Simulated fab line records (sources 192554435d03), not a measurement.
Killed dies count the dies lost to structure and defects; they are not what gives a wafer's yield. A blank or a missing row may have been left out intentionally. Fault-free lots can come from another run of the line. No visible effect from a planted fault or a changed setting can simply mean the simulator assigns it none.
fab line records -- flow n5-finfet
[record] lots = 7, wafers = 39
route steps=1938 shown PMOS_HMC_CHANNEL_EPI@57 FIN_SAQP@102 SD_EPI_P@321 BEOL_M0_SAQP@638 BEOL_M0@731 BEOL_M2@879 BEOL_M4@1070 BEOL_M5@1179 BEOL_M7@1308 BEOL_M9@1446 BEOL_M12@1630 MIM_BOT_LITHO@1860 PASSIVATION@1908
start-h: hours from the record's first day to the start of the lot's first wafer shown -- wait-h: hours elapsed since this lot's preceding step -- " same as the row above -- L1.1+2: a single row standing in for several wafers -- - no value present, or no start provided -- * or withheld: withheld -- < > ~ a bound
route shown NAME@n: NAME is a module with steps in the file, n the number in the route of the first one -- usual: average and standard deviation across the fault-free wafers -- same: alike in all rows -- chamber/n: place in a boat -- sites: readings site by site -- _std_site: how widely they spread, as a standard deviation -- _edge_site: the outer-site mean with the inner-site mean subtracted -- radius-mm: for every site, how far away it sits from the centre of the wafer -- mask NAME#n: copy n -- behind: the tool/chamber that last shaped the wafer -- hold: the reason the lot was held/the length of the hold in hours/how it ended -- device: the transistor (n, p or np) that didn't switch -- end of line: at the end of the route, the tests of the same wafers -- step lacking rows: just its recipe -- killed: at the first sort, the dies lost to defects and structure; wafer yield is something else -- map: shows each die of a wafer: x if killed, . if not, _ if none is there
set.NAME: the setting as run; set.NAME@STEP: as run at that earlier step -- model.NAME: the simulator's own value behind a step, which no gauge read
lots with deliberately changed settings; one table per step, one row per wafer
[[steps]]
[step N5_PMOS_HMC_CHANNEL_EPI_HM_DEP_34]
[recipe] material = SiO2, target-thk-a = 360, temp-c = 400, precursor = TEOS/O2, pressure-torr = 6.5, rf-w = 900, teos-flow-sccm = 161.4, gas = O2, flow-sccm = 2650, time-s = 6.9
[step N5_FIN_SAQP_HM_DEP_72]
[recipe] material = SiO2, target-thk-a = 120, temp-c = 400, precursor = SiH4/N2O, pressure-torr = 0.75, rf-w = 275, time-s = 7.2
[step N5_SD_EPI_P_EPI_21]
[recipe] material = SiGe:B, dopant = B, temp-c = 550, pressure-torr = 20, ambient = H2, time-s = 355
[step N5_BEOL_M0_SAQP_PECVD_04]
[recipe] material = a-Si, target-thk-a = 600, temp-c = 350, precursor = SiH4/He, pressure-torr = 3, rf-w = 100, time-s = 60.2
[step N5_BEOL_M0_ALD_136]
[recipe] material = TaN, target-thk-a = *, temp-c = 275, ald-precursor-family = PDMAT, ald-co-reactant = NH3, pressure-torr = 3, carrier-flow-sccm = 1500, pulse-time-s = 2, purge-time-s = 3, co-reactant-purge-time-s = 2, co-reactant-pulse-time-s = 3, ald-cycles = 30, precursor-vessel-temp-c = 75, precursor-vessel-pressure-torr = 26.25, precursor-vessel-carrier-sccm = 1000
[step N5_BEOL_M2_DESCUM_33]
[recipe] chemistry = O2, time-s = 7, source-power-w = 50, bias-power-w = 20, pressure-mtorr = 20, rf-frequency-hz = 2.712e+07, temp-c = 40, resist = CAR-EUV, o2-flow-sccm = 225
[step N5_BEOL_M4_TRENCH_ETCH_37]
[recipe] chemistry = C4F6/O2, target-depth-a = 555.55, target = SiOC, time-s = 29.2, ion-energy-ev = 250, pressure-mtorr = 30, source-w = 355, bias-w = 185, Ar_flow_sccm = 300, C4F6_flow_sccm = 10, O2_flow_sccm = 10
[step N5_BEOL_M5_SPUTTER_83]
[recipe] material = Cu, target-thk-a = 150, temp-c = -20, chamber-pressure-pa = 0.07, power-w = withheld, time-s = 27.62
[step N5_BEOL_M7_TRENCH_ETCH_37]
[recipe] chemistry = C4F6/O2, target-depth-a = 934.78, target = SiCOH_lowk, time-s = 31.2, ion-energy-ev = 250, pressure-mtorr = 30, source-w = 345, bias-w = 185, Ar_flow_sccm = 300, C4F6_flow_sccm = 10, O2_flow_sccm = 10
[step N5_BEOL_M9_TRENCH_ETCH_37]
[recipe] chemistry = C4F6/O2, target-depth-a = 1514.3, target = SiCOH_lowk, time-s = 49, ion-energy-ev = 250, pressure-mtorr = 30, source-w = 345, bias-w = 185, Ar_flow_sccm = 300, C4F6_flow_sccm = 10, O2_flow_sccm = 10
[step N5_BEOL_M12_DEVELOP_27]
[recipe] develop-time-s = 45, rinse-liquid = diw, dry = air-spin, dev-temp-c = 21
[step N5_MIM_BOT_LITHO_DEVELOP_07]
[recipe] develop-time-s = 60, rinse-liquid = diw, dry = air-spin, dev-temp-c = 21
[step N5_PASSIVATION_DESCUM_32]
[recipe] chemistry = O2, time-s = 7.9, source-power-w = 50, bias-power-w = 20, pressure-mtorr = 20, rf-frequency-hz = 2.712e+07, temp-c = 40, o2-flow-sccm = 225
[step N5_PASSIVATION_PROBE_49]
[usual] killed_at_M0_to_M3 = 36/11
lot.wafer,tool,chamber,start-h,wait-h,set.time-s@PMOS_HMC_CHANNEL_EPI_HM_DEP_34,set.target-thk-a@FIN_SAQP_HM_DEP_72,set.epi-growth-time-s@SD_EPI_P_EPI_21,set.time-s@BEOL_M0_SAQP_PECVD_04,set.purge-time-s@BEOL_M0_ALD_136,set.time-s@BEOL_M2_DESCUM_33,set.target-depth-a@BEOL_M4_TRENCH_ETCH_37,set.time-s@BEOL_M5_SPUTTER_83,set.time-s@BEOL_M7_TRENCH_ETCH_37,set.time-s@BEOL_M9_TRENCH_ETCH_37,set.develop-time-s@BEOL_M12_DEVELOP_27,set.develop-time-s@MIM_BOT_LITHO_DEVELOP_07,set.time-s@PASSIVATION_DESCUM_32,killed_at_M0_to_M3
L074.1,prober-01,-,310.81,0.0,10.48,120,355,60.2,1.726,7,429.9,27.62,22.33,29.84,45,60,7.9,55
L074.2,prober-01,-,310.86,0.1,6.9,120,355,60.2,1.726,7,555.55,19.9,31.2,49,45,42.27,7.9,27
L074.3,prober-01,-,310.91,0.1,6.9,94.87,355,35.83,3,7,429.9,27.62,22.33,49,45,42.27,12.63,35
L074.4,prober-01,-,310.96,0.2,6.9,94.87,355,60.2,3,5.372,429.9,19.9,31.2,49,45,60,12.63,29
L074.5,prober-01,-,311.01,0.2,10.48,120,355,35.83,3,5.372,555.55,27.62,31.2,29.84,45,42.27,7.9,32
L074.6,prober-01,-,311.06,0.3,10.48,94.87,355,35.83,1.726,5.372,555.55,19.9,22.33,29.84,45,60,12.63,37
L078.1,prober-01,-,339.11,0.0,10.19,90.61,433.5,60.2,1.819,7,883.1,27.62,31.2,49,45,60,7.9,21
L078.2,prober-01,-,339.16,0.1,6.9,120,355,60.2,3,7,883.1,27.62,31.2,77.49,45,91.5,7.9,43
L078.3,prober-01,-,339.21,0.1,6.9,90.61,433.5,60.2,1.819,9.377,555.55,41.93,31.2,49,45,91.5,7.9,20
L078.4,prober-01,-,339.26,0.2,6.9,120,355,60.2,1.819,9.377,883.1,41.93,21.05,77.49,45,60,7.9,32
L078.5,prober-01,-,339.31,0.2,10.19,120,433.5,60.2,3,9.377,555.55,27.62,21.05,49,45,60,7.9,27
L078.6,prober-01,-,339.36,0.3,10.19,90.61,355,60.2,3,7,555.55,41.93,21.05,77.49,45,91.5,7.9,22
L079.1,prober-01,-,343.51,0.1,6.9,120,355,60.2,3,7,703.8,27.62,40.33,63.79,45,60,7.9,25
L079.2,prober-01,-,343.56,0.1,6.9,72.9,355,60.2,3,8.746,555.55,27.62,40.33,49,45,60,7.9,18
L079.3,prober-01,-,343.61,0.2,6.9,72.9,355,60.2,3,7,555.55,27.62,31.2,63.79,22.41,60,6.001,22
L079.4,prober-01,-,343.66,0.2,6.9,120,355,91.85,3,8.746,555.55,27.62,31.2,49,22.41,60,7.9,930
L079.5,prober-01,-,343.71,0.3,6.9,72.9,355,91.85,3,8.746,703.8,27.62,40.33,63.79,22.41,60,6.001,856
L079.6,prober-01,-,343.76,0.3,6.9,120,355,91.85,3,7,703.8,27.62,31.2,49,45,60,6.001,897
L082.1,prober-02,-,363.07,0.0,6.9,92.43,355,89.14,3,7,555.55,27.62,31.2,49,66,60,7.9,620
L082.2,prober-02,-,363.12,0.1,3.845,92.43,355,89.14,4.209,7,760.7,27.62,31.2,49,45,85.27,7.9,687
L082.3,prober-02,-,363.17,0.1,3.845,92.43,437.8,60.2,3,7,760.7,27.62,31.2,49,66,60,7.9,30
L082.4,prober-02,-,363.22,0.2,6.9,120,437.8,60.2,4.209,7,760.7,27.62,18.63,49,66,85.27,7.9,42
L082.5,prober-02,-,363.27,0.2,6.9,120,355,60.2,3,7,555.55,27.62,18.63,49,45,85.27,7.9,34
L082.6,prober-02,-,363.32,0.3,3.845,120,437.8,89.14,4.209,7,555.55,27.62,18.63,49,45,60,7.9,686
L089.1,prober-02,-,380.18,0.0,6.9,60.77,355,32.73,3,8.919,854.4,27.62,31.2,61.94,45,44.68,7.9,15
L089.2,prober-02,-,380.23,0.1,3.691,120,217.6,32.73,3,8.919,555.55,40.06,19.87,49,45,60,7.9,34
L089.3,prober-02,-,380.28,0.1,6.9,60.77,217.6,60.2,3,7,854.4,27.62,31.2,49,18.33,60,4.271,26
L089.4,prober-02,-,380.33,0.2,6.9,120,217.6,60.2,3,8.919,555.55,27.62,19.87,61.94,18.33,44.68,7.9,22
L089.5,prober-02,-,380.38,0.2,3.691,60.77,355,60.2,3,7,555.55,40.06,31.2,61.94,18.33,60,4.271,41
L089.6,prober-02,-,380.43,0.3,3.691,120,355,32.73,3,7,854.4,40.06,19.87,49,45,44.68,4.271,35
L091.1,prober-01,-,414.45,0.0,6.9,120,355,60.2,3,7,555.55,27.62,31.2,49,45,60,7.9,42
L091.2,prober-01,-,414.50,0.1,6.9,120,355,60.2,3,7,555.55,27.62,31.2,49,45,60,7.9,17
L091.3,prober-01,-,414.55,0.1,6.9,120,355,60.2,3,7,555.55,27.62,31.2,49,45,60,7.9,60
L095.1,prober-02,-,443.28,0.0,8.128,140.7,355,87.97,1.487,7,258.9,16.68,36.28,29.48,33.85,60,7.9,294
L095.2,prober-02,-,443.33,0.1,6.9,140.7,355,60.2,3,7,258.9,16.68,36.28,49,45,94.94,7.9,40
L095.3,prober-02,-,443.38,0.1,8.128,140.7,186.5,60.2,1.487,7,555.55,16.68,31.2,49,33.85,60,7.9,28
L095.4,prober-02,-,443.43,0.2,8.128,120,186.5,87.97,3,7,258.9,27.62,31.2,29.48,45,60,12.3,778
L095.5,prober-02,-,443.48,0.2,6.9,120,186.5,87.97,3,7,555.55,27.62,31.2,29.48,33.85,94.94,12.3,692
L095.6,prober-02,-,443.53,0.3,6.9,120,355,60.2,1.487,7,555.55,27.62,36.28,49,45,94.94,12.3,43
// killed by level:class
L074.1 BEOL_M2:geometric-particle:open=22 BEOL_M9:area-ecd=19 STI_FIN_REVEAL:geometric-particle:open=18 BEOL_M3:geometric-particle:open=10 BEOL_M0_SAQP:geometric-particle:open=7 BEOL_M5:geometric-particle:open=6 BEOL_M4:geometric-particle:open=6 STARTING-WAFER:geometric-particle:short=5
L074.2 STI_FIN_REVEAL:geometric-particle:open=12 FIN_SAQP:geometric-particle:open=10 BEOL_M3:geometric-particle:open=7 FIN_SAQP:geometric-particle:short=6 BEOL_M0_SAQP:geometric-particle:open=6 BEOL_M2:geometric-particle:open=6 MOL_CONTACT_COAG:geometric-particle:open=5 GATE_CUT:geometric-particle:short=4
L074.3 FIN_SAQP:geometric-particle:short=11 BEOL_M2:geometric-particle:open=8 BEOL_M3:geometric-particle:open=8 BEOL_M0_SAQP:geometric-particle:open=6 GATE_CUT:geometric-particle:short=4 BEOL_M4:geometric-particle:open=4 BEOL_M0_SAQP:geometric-particle:short=4 FIN_SAQP:geometric-particle:open=3
L074.4 FIN_SAQP:geometric-particle:open=13 BEOL_M3:geometric-particle:open=9 STI_FIN_REVEAL:geometric-particle:open=6 BEOL_M2:geometric-particle:open=6 BEOL_M0_SAQP:geometric-particle:short=6 BEOL_M4:area-ecd=6 FIN_SAQP:geometric-particle:short=5 BEOL_M0_SAQP:geometric-particle:open=5
L074.5 STI_FIN_REVEAL:geometric-particle:open=20 BEOL_M9:area-ecd=20 BEOL_M2:geometric-particle:open=10 BEOL_M3:geometric-particle:open=9 FIN_SAQP:geometric-particle:short=5 DUMMY_GATE:geometric-particle:open=5 BEOL_M4:geometric-particle:open=5 BEOL_M4:geometric-particle:short=5
L074.6 BEOL_M9:area-ecd=34 MOL_CONTACT_COAG:geometric-particle:open=13 BEOL_M2:geometric-particle:open=12 FIN_SAQP:geometric-particle:short=8 BEOL_M0:geometric-particle:open=6 STI_FIN_REVEAL:geometric-particle:open=5 GATE_CUT:geometric-particle:short=5 BEOL_M3:geometric-particle:open=5
L078.1 FIN_SAQP:geometric-particle:short=14 BEOL_M2:geometric-particle:open=11 MOL_CONTACT_COAG:geometric-particle:open=10 GATE_CUT:geometric-particle:short=7 FIN_SAQP:geometric-particle:open=5 BEOL_M0_SAQP:geometric-particle:short=4 STARTING-WAFER:geometric-particle:open=4 STI_FIN_REVEAL:geometric-particle:open=3
L078.2 BEOL_M9:area-etch=23 BEOL_M2:geometric-particle:open=20 FIN_SAQP:geometric-particle:open=10 BEOL_M3:geometric-particle:open=9 DUMMY_GATE:geometric-particle:open=4 GATE_CUT:geometric-particle:short=4 MOL_CONTACT_COAG:geometric-particle:open=4 BEOL_M0_SAQP:geometric-particle:open=4
L078.3 FIN_SAQP:geometric-particle:short=14 STI_FIN_REVEAL:geometric-particle:open=14 MOL_CONTACT_COAG:geometric-particle:open=9 FIN_SAQP:geometric-particle:open=6 STI_FIN_REVEAL:geometric-particle:short=4 GATE_CUT:geometric-particle:open=4 BEOL_M2:geometric-particle:open=4 BEOL_M4:geometric-particle:open=4
L078.4 BEOL_M7:area-ecd=18 BEOL_M2:geometric-particle:open=14 FIN_SAQP:geometric-particle:open=10 FIN_SAQP:geometric-particle:short=10 STI_FIN_REVEAL:geometric-particle:open=6 BEOL_M2:geometric-particle:short=5 DUMMY_GATE:geometric-particle:open=4 GATE_CUT:geometric-particle:short=4
L078.5 BEOL_M7:area-ecd=20 BEOL_M2:geometric-particle:open=8 FIN_SAQP:geometric-particle:open=7 MOL_CONTACT_COAG:geometric-particle:open=6 FIN_SAQP:geometric-particle:short=5 GATE_CUT:geometric-particle:open=5 DUMMY_GATE:geometric-particle:open=5 GATE_CUT:geometric-particle:short=5
L078.6 BEOL_M7:area-ecd=24 BEOL_M2:geometric-particle:open=8 FIN_SAQP:geometric-particle:open=7 STI_FIN_REVEAL:geometric-particle:open=7 GATE_CUT:geometric-particle:short=7 MOL_CONTACT_COAG:geometric-particle:open=6 BEOL_M1:geometric-particle:open=6 BEOL_M9:area-etch=6
L079.1 DUMMY_GATE:geometric-particle:open=12 FIN_SAQP:geometric-particle:open=10 FIN_SAQP:geometric-particle:short=10 MOL_CONTACT_COAG:geometric-particle:open=9 BEOL_M2:geometric-particle:open=9 BEOL_M0_SAQP:geometric-particle:open=7 BEOL_M4:geometric-particle:open=5 BEOL_M3:geometric-particle:open=4
L079.2 DUMMY_GATE:geometric-particle:open=9 MOL_CONTACT_COAG:geometric-particle:open=7 FIN_SAQP:geometric-particle:short=6 FIN_SAQP:geometric-particle:open=5 BEOL_M2:geometric-particle:open=4 STI_FIN_REVEAL:geometric-particle:open=4 BEOL_M1:geometric-particle:open=4 BEOL_M4:geometric-particle:open=4
L079.3 FIN_SAQP:geometric-particle:short=8 BEOL_M8:geometric-particle:open=7 BEOL_M2:geometric-particle:open=7 BEOL_M5:geometric-particle:open=7 FIN_SAQP:geometric-particle:open=5 BEOL_M1:geometric-particle:open=5 MOL_CONTACT_COAG:geometric-particle:open=4 BEOL_M0_SAQP:geometric-particle:open=3
L079.4 BEOL_M0_SAQP:area-etch=901 FIN_SAQP:geometric-particle:open=10 STI_FIN_REVEAL:geometric-particle:open=8 MOL_CONTACT_COAG:geometric-particle:open=8 BEOL_M0_SAQP:geometric-particle:open=8 BEOL_M4:geometric-particle:open=8 BEOL_M0_SAQP:geometric-particle:short=7 STARTING-WAFER:geometric-particle:short=6
L079.5 BEOL_M0_SAQP:area-etch=819 MOL_CONTACT_COAG:geometric-particle:open=14 BEOL_M1:geometric-particle:open=10 FIN_SAQP:geometric-particle:open=10 FIN_SAQP:geometric-particle:short=10 BEOL_M3:geometric-particle:open=10 BEOL_M0_SAQP:geometric-particle:open=7 BEOL_M0_SAQP:geometric-particle:short=6
L079.6 BEOL_M0_SAQP:area-etch=861 FIN_SAQP:geometric-particle:open=12 MOL_CONTACT_COAG:geometric-particle:open=9 BEOL_M3:geometric-particle:open=8 BEOL_M1:geometric-particle:open=6 BEOL_M2:geometric-particle:open=6 BEOL_M0_SAQP:geometric-particle:short=5 DUMMY_GATE:geometric-particle:open=4
L082.1 BEOL_M0_SAQP:area-etch=574 BEOL_M4:geometric-particle:open=15 BEOL_M0_SAQP:geometric-particle:open=12 MOL_CONTACT_COAG:geometric-particle:open=11 FIN_SAQP:geometric-particle:open=10 STI_FIN_REVEAL:geometric-particle:open=10 BEOL_M0_SAQP:geometric-particle:short=9 BEOL_M1:geometric-particle:open=8
L082.2 BEOL_M0_SAQP:area-etch=653 BEOL_M1:geometric-particle:open=12 MOL_CONTACT_COAG:geometric-particle:open=9 FIN_SAQP:geometric-particle:open=8 STI_FIN_REVEAL:geometric-particle:open=7 MIM_TOP_ETCH:geometric-particle:short=7 BEOL_M0_SAQP:geometric-particle:open=5 BEOL_M1:geometric-particle:short=4
L082.3 FIN_SAQP:geometric-particle:open=16 STI_FIN_REVEAL:geometric-particle:open=12 FIN_SAQP:geometric-particle:short=10 MOL_CONTACT_COAG:geometric-particle:open=8 GATE_CUT:geometric-particle:short=6 BEOL_M0_SAQP:geometric-particle:open=6 BEOL_M4:geometric-particle:open=6 BEOL_M0_SAQP:geometric-particle:short=5
L082.4 BEOL_M7:area-ecd=112 FIN_SAQP:geometric-particle:open=13 BEOL_M4:geometric-particle:open=10 STI_FIN_REVEAL:geometric-particle:open=9 BEOL_M1:geometric-particle:open=9 BEOL_M0_SAQP:geometric-particle:open=8 BEOL_M2:geometric-particle:open=8 MOL_CONTACT_COAG:geometric-particle:open=5
L082.5 BEOL_M7:area-ecd=133 BEOL_M4:geometric-particle:open=13 BEOL_M2:geometric-particle:open=8 MOL_CONTACT_COAG:geometric-particle:open=7 BEOL_M0_SAQP:geometric-particle:short=7 BEOL_M0_SAQP:geometric-particle:open=7 BEOL_M1:geometric-particle:open=7 FIN_SAQP:geometric-particle:open=5
L082.6 BEOL_M0_SAQP:area-etch=636 BEOL_M7:area-ecd=58 STI_FIN_REVEAL:geometric-particle:open=23 FIN_SAQP:geometric-particle:open=13 BEOL_M0_SAQP:geometric-particle:short=13 MOL_CONTACT_COAG:geometric-particle:open=9 BEOL_M4:geometric-particle:open=9 BEOL_M0_SAQP:geometric-particle:open=8
L089.1 FIN_SAQP:geometric-particle:open=12 FIN_SAQP:geometric-particle:short=11 DUMMY_GATE:geometric-particle:open=7 BEOL_M4:geometric-particle:open=7 MOL_CONTACT_COAG:geometric-particle:open=5 STI_FIN_REVEAL:geometric-particle:open=4 MOL_CONTACT_COAG:geometric-particle:short=4 BEOL_M2:geometric-particle:open=4
L089.2 BEOL_M7:area-ecd=60 BEOL_M0_SAQP:geometric-particle:open=14 STI_FIN_REVEAL:geometric-particle:open=7 BEOL_M2:geometric-particle:open=7 BEOL_M0_SAQP:geometric-particle:short=5 FIN_SAQP:geometric-particle:short=4 MOL_CONTACT_COAG:geometric-particle:open=4 BEOL_M4:geometric-particle:open=4
L089.3 STI_FIN_REVEAL:geometric-particle:open=12 MOL_CONTACT_COAG:geometric-particle:open=6 BEOL_M3:geometric-particle:open=6 DUMMY_GATE:geometric-particle:open=4 BEOL_M0_SAQP:geometric-particle:short=4 BEOL_M1:geometric-particle:open=4 BEOL_M2:geometric-particle:open=4 BEOL_M6:geometric-particle:open=4
L089.4 BEOL_M7:area-ecd=77 FIN_SAQP:geometric-particle:open=9 MOL_CONTACT_COAG:geometric-particle:open=7 BEOL_M0_SAQP:geometric-particle:short=6 BEOL_M0_SAQP:geometric-particle:open=5 STARTING-WAFER:geometric-particle:short=5 FIN_SAQP:geometric-particle:short=4 BEOL_M1:geometric-particle:open=4
L089.5 BEOL_M0_SAQP:geometric-particle:short=12 STI_FIN_REVEAL:geometric-particle:open=11 BEOL_M0_SAQP:geometric-particle:open=9 BEOL_M3:geometric-particle:open=9 FIN_SAQP:geometric-particle:open=6 MOL_CONTACT_COAG:geometric-particle:open=6 GATE_CUT:geometric-particle:short=5 BEOL_M2:geometric-particle:open=5
L089.6 BEOL_M7:area-ecd=32 BEOL_M0_SAQP:geometric-particle:short=12 BEOL_M0_SAQP:geometric-particle:open=9 MOL_CONTACT_COAG:geometric-particle:open=8 FIN_SAQP:geometric-particle:open=6 DUMMY_GATE:geometric-particle:open=6 BEOL_M3:geometric-particle:open=5 GATE_CUT:geometric-particle:short=4
L091.1 BEOL_M4:geometric-particle:open=12 MOL_CONTACT_COAG:geometric-particle:open=11 BEOL_M0_SAQP:geometric-particle:open=11 BEOL_M0_SAQP:geometric-particle:short=10 FIN_SAQP:geometric-particle:open=9 FIN_SAQP:geometric-particle:short=8 BEOL_M3:geometric-particle:open=6 BEOL_M1:geometric-particle:open=5
L091.2 STI_FIN_REVEAL:geometric-particle:open=16 MOL_CONTACT_COAG:geometric-particle:open=8 FIN_SAQP:geometric-particle:open=6 STARTING-WAFER:geometric-particle:open=5 DUMMY_GATE:geometric-particle:open=5 BEOL_M2:geometric-particle:open=5 BEOL_M4:geometric-particle:open=5 HKMG_FIN:area-etch=5
L091.3 BEOL_M0_SAQP:geometric-particle:open=16 BEOL_M0_SAQP:geometric-particle:short=14 BEOL_M2:geometric-particle:open=14 MOL_CONTACT_COAG:geometric-particle:open=9 FIN_SAQP:geometric-particle:open=8 STARTING-WAFER:geometric-particle:short=7 BEOL_M1:geometric-particle:open=6 FIN_SAQP:geometric-particle:short=5
L095.1 BEOL_M4:area-ecd=813 BEOL_M0_SAQP:area-etch=267 MOL_CONTACT_COAG:geometric-particle:open=18 BEOL_M4:geometric-particle:open=17 BEOL_M2:geometric-particle:open=12 DUMMY_GATE:geometric-particle:open=7 FIN_SAQP:geometric-particle:short=6 BEOL_M5:interface-void-opened=6
L095.2 BEOL_M4:area-ecd=1060 BEOL_M2:geometric-particle:open=14 MOL_CONTACT_COAG:geometric-particle:open=13 MOL_CONTACT_COAG:geometric-particle:short=10 BEOL_M4:geometric-particle:open=9 BEOL_M3:geometric-particle:open=8 FIN_SAQP:geometric-particle:open=7 FIN_SAQP:geometric-particle:short=5
L095.3 MOL_CONTACT_COAG:geometric-particle:open=12 BEOL_M2:geometric-particle:open=9 STI_FIN_REVEAL:geometric-particle:open=7 BEOL_M0_SAQP:geometric-particle:open=6 STARTING-WAFER:geometric-particle:short=5 FIN_SAQP:geometric-particle:short=4 DUMMY_GATE:geometric-particle:open=4 BEOL_M5:interface-void-opened=4
L095.4 BEOL_M0_SAQP:area-etch=733 BEOL_M4:area-ecd=347 BEOL_M2:geometric-particle:open=18 MOL_CONTACT_COAG:geometric-particle:open=10 BEOL_M0_SAQP:geometric-particle:open=9 BEOL_M0_SAQP:geometric-particle:short=7 FIN_SAQP:geometric-particle:short=5 STI_FIN_REVEAL:geometric-particle:open=4
L095.5 BEOL_M0_SAQP:area-etch=663 BEOL_M9:area-ecd=14 BEOL_M4:geometric-particle:open=10 BEOL_M2:geometric-particle:open=9 FIN_SAQP:geometric-particle:open=8 FIN_SAQP:geometric-particle:short=6 MOL_CONTACT_COAG:geometric-particle:open=6 DUMMY_GATE:geometric-particle:open=4
L095.6 BEOL_M4:geometric-particle:open=17 MOL_CONTACT_COAG:geometric-particle:open=16 BEOL_M2:geometric-particle:open=13 STI_FIN_REVEAL:geometric-particle:open=11 FIN_SAQP:geometric-particle:short=10 DUMMY_GATE:geometric-particle:open=8 BEOL_M2:geometric-particle:short=8 GATE_CUT:geometric-particle:short=7
[[key]]
[split] step = N5_PMOS_HMC_CHANNEL_EPI_HM_DEP_34, setting = time-s, stated-as = 6.9
response none clear
[split] step = N5_FIN_SAQP_HM_DEP_72, setting = target-thk-a, stated-as = 120
response none clear
[split] step = N5_SD_EPI_P_EPI_21, setting = epi-growth-time-s, stated-as = 355
response none clear
[split] step = N5_BEOL_M0_SAQP_PECVD_04, setting = time-s, stated-as = 60.2
[response] step = N5_PASSIVATION_PROBE_49, reading = killed_at_M0_to_M3, slope = +9.94, per = 1%, together-with = all, explained = 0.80
[split] step = N5_BEOL_M0_ALD_136, setting = purge-time-s, stated-as = 3
response none clear
[split] step = N5_BEOL_M2_DESCUM_33, setting = time-s, stated-as = 7
response none clear
[split] step = N5_BEOL_M4_TRENCH_ETCH_37, setting = target-depth-a, stated-as = 555.55
response none clear
[split] step = N5_BEOL_M5_SPUTTER_83, setting = time-s, stated-as = 27.62
response none clear
[split] step = N5_BEOL_M7_TRENCH_ETCH_37, setting = time-s, stated-as = 31.2
response none clear
[split] step = N5_BEOL_M9_TRENCH_ETCH_37, setting = time-s, stated-as = 49
response none clear
[split] step = N5_BEOL_M12_DEVELOP_27, setting = develop-time-s, stated-as = 45
response none clear
[split] step = N5_MIM_BOT_LITHO_DEVELOP_07, setting = develop-time-s, stated-as = 60
response none clear
[split] step = N5_PASSIVATION_DESCUM_32, setting = time-s, stated-as = 7.9
response none clear
